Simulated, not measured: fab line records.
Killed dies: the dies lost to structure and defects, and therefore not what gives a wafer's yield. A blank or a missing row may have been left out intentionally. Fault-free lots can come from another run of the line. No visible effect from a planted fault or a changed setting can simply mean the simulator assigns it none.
Comparing a struck lot with a sound one -- flow nand harc -- 14 out of 1159 route steps
Sound: these wafers, L307.1, L307.3, L307.6. Struck: wafers L314.1, L314.6 (left out: L314.4, a lot-mate that was not struck); the cause follows at the end.
Per side, at each step with rows, come the tool, then ch with its chambers, and then its first start. Under that, the readings that differ: sound wafers -- struck wafers -- difference of the means -- sigmas: that difference in standard deviations of wafers without a fault.
alike: readings whose means differ by less than 2 such deviations, and words and numbers that are the same on both sides. not compared: withheld readings, readings that some wafer has no value for, bounds like >300 that may hide the same value, and numbers for which the record gives no deviation and whose values overlap.
A row with sigmas, a row that says differs or no value, or rows on one side alone: a step with any of these is where the two part. When numbers do not overlap yet have no deviation, they are printed without sigmas and do not part them. A reading missing from all wafers of one side parts the sides only when that side holds two or more wafers.

first, 2 steps without rows for these wafers: NHARC_A_STAIRCASE_HARDBAKE_218 (time 140 s); NHARC_A_STAIRCASE_DESCUM_219 (chemistry O2, time 3 s).
NHARC_A_STAIRCASE_TRIM_220: chemistry O2, time 211.2 s.
  sound on rie diel-13 ch 0,3, day 11 02:40; struck on rie diel-11 ch 0,2, day 13 04:46
reading,sound,struck,difference,sigmas
drypump motor current A (A),4.9 5.2 5.2,6.1 6.5,+1.2,+2
oes product au (a.u.),1.014 1.051 1.047,0.993 0.987,-0.047,-3
  alike: o2 flow sccm, rf vpp V, showerhead plenum p Torr, throttle valve pct
  not compared: rf hours counter h
NHARC_A_STAIRCASE_ETCH_221: etches the open film in C4F8/O2, target depth 100 nm, time 40.5 s.
  sound: rie diel-13 ch 0,2; struck: rie diel-11 ch 1
  alike: bias w, oes product au, rf vpp V
  not compared: rf hours counter h
NHARC_A_STAIRCASE_TRIM_222: chemistry O2, time 211.2 s.
  sound: rie diel-13 ch 1,2,3; struck: rie diel-11 ch 0,3
  alike: drypump motor current A, o2 flow sccm, oes product au, rf vpp V, showerhead plenum p Torr, throttle valve pct
  not compared: rf hours counter h
then, 2 steps without rows for these wafers: NHARC_A_STAIRCASE_ETCH_223 (etches the open film in C4F8/O2, target depth 100 nm, time 40.5 s); NHARC_A_STAIRCASE_TRIM_224 (chemistry O2, time 211.2 s).
NHARC_A_STAIRCASE_ETCH_225: etches the open film in C4F8/O2, target depth 100 nm, time 40.5 s.
  sound: rie diel-13 ch 0,1,2; struck: rie diel-11 ch 0
  alike: bias w, oes product au, rf vpp V
  not compared: rf hours counter h
then, 1 step without rows for these wafers: NHARC_A_STAIRCASE_TRIM_226 (chemistry O2, time 211.2 s).
NHARC_A_STAIRCASE_ETCH_227: etches the open film in C4F8/O2, target depth 100 nm, time 40.5 s.
  sound: rie diel-13 ch 2,3; struck: rie diel-11 ch 1,2
reading,sound,struck,difference,sigmas
oes product au (a.u.),0.946 0.965 0.958,0.906 0.931,-0.038,-3
  alike: bias w, rf vpp V
  not compared: rf hours counter h
then, 1 step without rows for these wafers: NHARC_A_STAIRCASE_TRIM_229 (chemistry O2, time 211.2 s).
NHARC_A_STAIRCASE_ETCH_230: etches the open film in C4F8/O2, target depth 100 nm, time 40.5 s.
  sound on rie diel-10 ch 1,2,3, day 11 04:31; struck on rie diel-11 ch 0,3, day 13 05:59
reading,sound,struck,difference,sigmas
oes product au (a.u.),0.971 0.960 0.978,1.249 1.250,+0.280,+14
  alike: bias w, rf vpp V
  not compared: rf hours counter h
then, 1 step without rows for these wafers: NHARC_A_STAIRCASE_TRIM_231 (chemistry O2, time 211.2 s).
-- the record jumps here: 8 days lie between the struck wafers' starts before and after (it left off in module A_STAIRCASE and takes up again in module END, whose first step shown is number 1159 of the route) --
NHARC_END_SORT_01:
  sound on prober-01 ch 0, day 19 20:34; struck on prober-02 ch 0, day 21 13:27
reading,sound,struck,difference,sigmas
killed at array,21 19 13,672 671,+654,+65
killed dies,22 24 16,677 677,+656,+66
  alike: killed at other, killed at periphery, killed open, killed short

WHERE THEY PART
First at NHARC_A_STAIRCASE_TRIM_220; last, within this record, at NHARC_END_SORT_01.

WHY: what had been put in by the simulator
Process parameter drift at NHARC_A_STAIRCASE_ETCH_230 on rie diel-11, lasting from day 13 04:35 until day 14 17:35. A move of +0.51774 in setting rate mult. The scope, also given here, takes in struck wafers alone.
